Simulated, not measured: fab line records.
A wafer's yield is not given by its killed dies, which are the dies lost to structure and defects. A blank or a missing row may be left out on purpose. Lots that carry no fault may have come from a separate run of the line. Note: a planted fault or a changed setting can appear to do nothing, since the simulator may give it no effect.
Comparing a struck lot with a sound one -- flow n5_finfet -- 35 out of 1938 route steps
Sound: these wafers, L527.1, L527.4, L527.5. The struck wafers were L532.3, L532.4, L532.6. The cause comes at the end.
Each step with rows lists, per side, the tool, then ch with its chambers, then its first start. Under that, the readings that differ: sound wafers -- struck wafers -- difference of the means -- sigmas: that difference in standard deviations of wafers without a fault.
alike: words and numbers the same on both sides, and readings whose means are apart by under 2 such deviations; not compared: readings that were withheld, readings missing a value for some wafer, numbers with overlapping values and no deviation given by the record, and bounds like >300 which may hide the same value.
Wherever a step has rows on one side only, a row that says differs or no value, or a row with sigmas, the two part there. When numbers do not overlap yet have no deviation, they are printed without sigmas and do not part them. A reading missing from all wafers of one side parts the sides only when that side holds two or more wafers.

N5_BEOL_M1_ETCH_41: etches SiCN in CH3F/O2, target depth 31.9 nm, time 57.8 s.
  sound on rie_diel-01 ch 0,2; struck on rie_diel-03 ch 1,2
  alike: drypump_motor_current_A, oes_product_au, rf_vpp_V, showerhead_plenum_p_Torr, throttle_valve_pct
  not compared: rf_hours_counter_h
then, 1 step without rows for these wafers: N5_BEOL_M1_STRIP_97 (strips in N2/H2, time 10 s).
N5_BEOL_M1_OCD_MEAS_38:
  struck on ocd-01, day 7 10:14; sound on ocd-01, day 6 04:40
  alike: trench_depth_nm
then, 4 steps without rows for these wafers: N5_BEOL_M1_HM_STRIP_39 (strips TiN in peroxide tin strip, target depth 25 nm, time 158 s); N5_BEOL_M1_SRD_40 (time 30 s); N5_BEOL_M1_PRECLEAN_42 (cleans in residue remover, time 60 s); N5_BEOL_M1_SRD_43 (time 30 s).
N5_BEOL_M1_CD_MEAS_35: target cd 18 nm, target cd y 21 nm.
  struck on cd_sem-02, day 7 10:24; sound on cd_sem-03, day 6 04:49
  alike: cd_nm
then, 4 steps without rows for these wafers: N5_BEOL_M1_DEGAS_44 (time 60 s); N5_BEOL_M1_PRE_CLEAN_45 (time 30 s); N5_BEOL_M1_ALD_84 (deposits TaN, pulse time 2 s, purge time 3 s, co reactant purge time 2 s); N5_BEOL_M1_SURFACE_TREAT_85.
N5_BEOL_M1_CVD_47: deposits Co from CCTBA/H2, target thk 3 nm, time 223.8 s.
  sound on cvd_co-01 ch 0,2, day 6 07:01; struck on cvd_co-01 ch 1,2, day 7 11:04
  no value came back on the struck wafers for chamber_pressure_Torr (Torr), run_length_s (s); on the sound wafers chamber_pressure_Torr (Torr) reads 29.99 30.08 29.99
then, 1 step without rows for these wafers: N5_BEOL_M1_SPUTTER_48 (material Cu, target thk 4.5 nm, time 8.29 s).
N5_BEOL_M1_ANNEAL_49: time 240 s.
  struck on pvd_sputter-02, day 7 11:22; sound on pvd_sputter-01, day 6 07:24
  alike: heater_power_w
N5_BEOL_M1_SPUTTER_79: material Cu, target thk 4.5 nm, time 8.29 s.
  struck on pvd_sputter-02, day 7 11:30; sound on pvd_sputter-01, day 6 07:34
  alike: chuck_gas_flow_sccm, throttle_valve_pct
then, 4 steps without rows for these wafers: N5_BEOL_M1_ANNEAL_80 (time 240 s); N5_BEOL_M1_SPUTTER_81 (material Cu, target thk 4.5 nm, time 8.29 s); N5_BEOL_M1_ANNEAL_82 (time 240 s); N5_BEOL_M1_SPUTTER_86 (material Cu, target thk 4.5 nm, time 8.29 s).
N5_BEOL_M1_ANNEAL_87: time 240 s.
  struck on pvd_sputter-02, day 7 12:01; sound on pvd_sputter-01, day 6 08:07
  alike: heater_power_w
then, 2 steps without rows for these wafers: N5_BEOL_M1_SPUTTER_88 (material Cu, target thk 4.5 nm, time 8.29 s); N5_BEOL_M1_ANNEAL_89 (time 240 s).
N5_BEOL_M1_SPUTTER_90: material Cu, target thk 4.5 nm, time 8.29 s.
  struck on pvd_sputter-02, day 7 12:23; sound on pvd_sputter-01, day 6 08:31
  alike: chuck_gas_flow_sccm, throttle_valve_pct
then, 8 steps without rows for these wafers: N5_BEOL_M1_ANNEAL_91 (time 240 s); N5_BEOL_M1_SPUTTER_92 (material Cu, target thk 4.5 nm, time 8.29 s); N5_BEOL_M1_ANNEAL_93 (time 240 s); N5_BEOL_M1_SPUTTER_94 (material Cu, target thk 4.5 nm, time 8.29 s); N5_BEOL_M1_ANNEAL_95 (time 240 s); N5_BEOL_M1_SPUTTER_96 (material Cu, target thk 4.5 nm, time 8.29 s); N5_BEOL_M1_ECD_50 (material Cu, target thk 300 nm); N5_BEOL_M1_ANNEAL_51 (time 90 s).
N5_BEOL_M1_CMP_52: polishes, stops on SiOC, t overpolish 6.8 s, target thk 40 nm.
  sound on cmp-04 ch 0,1,3, day 6 09:43; struck on cmp-01 ch 1,2,3, day 7 13:37
reading,sound,struck,difference,sigmas
barrier_field_endpoint_s (s),25.0 24.4 24.6,21.4 20.9 20.8,-3.6,-6
  alike: clearing_platen_down_force_psi, motor_current_A, slurry_filter_dp_kPa
  not compared: model.Cu_of_BEOL_M1_ECD_50.thk_nm
N5_BEOL_M4_RC_MEAS_101:
  the record has rows for the sound wafers here (prober-02 ch 0, day 7 23:11) and none for the struck ones
-- the record jumps here: 6 days lie between the struck wafers' starts before and after (it left off in module BEOL_M4 and takes up again in module PASSIVATION, whose first step shown is number 1936 of the route) --
N5_PASSIVATION_PROBE_49:
  record: rows for the struck wafers here (prober-02, day 14 01:35), none for the sound ones

## WHERE THEY PART
At N5_BEOL_M1_CVD_47 first; at N5_PASSIVATION_PROBE_49 last (within this record only).

WHY: what had been put in by the simulator
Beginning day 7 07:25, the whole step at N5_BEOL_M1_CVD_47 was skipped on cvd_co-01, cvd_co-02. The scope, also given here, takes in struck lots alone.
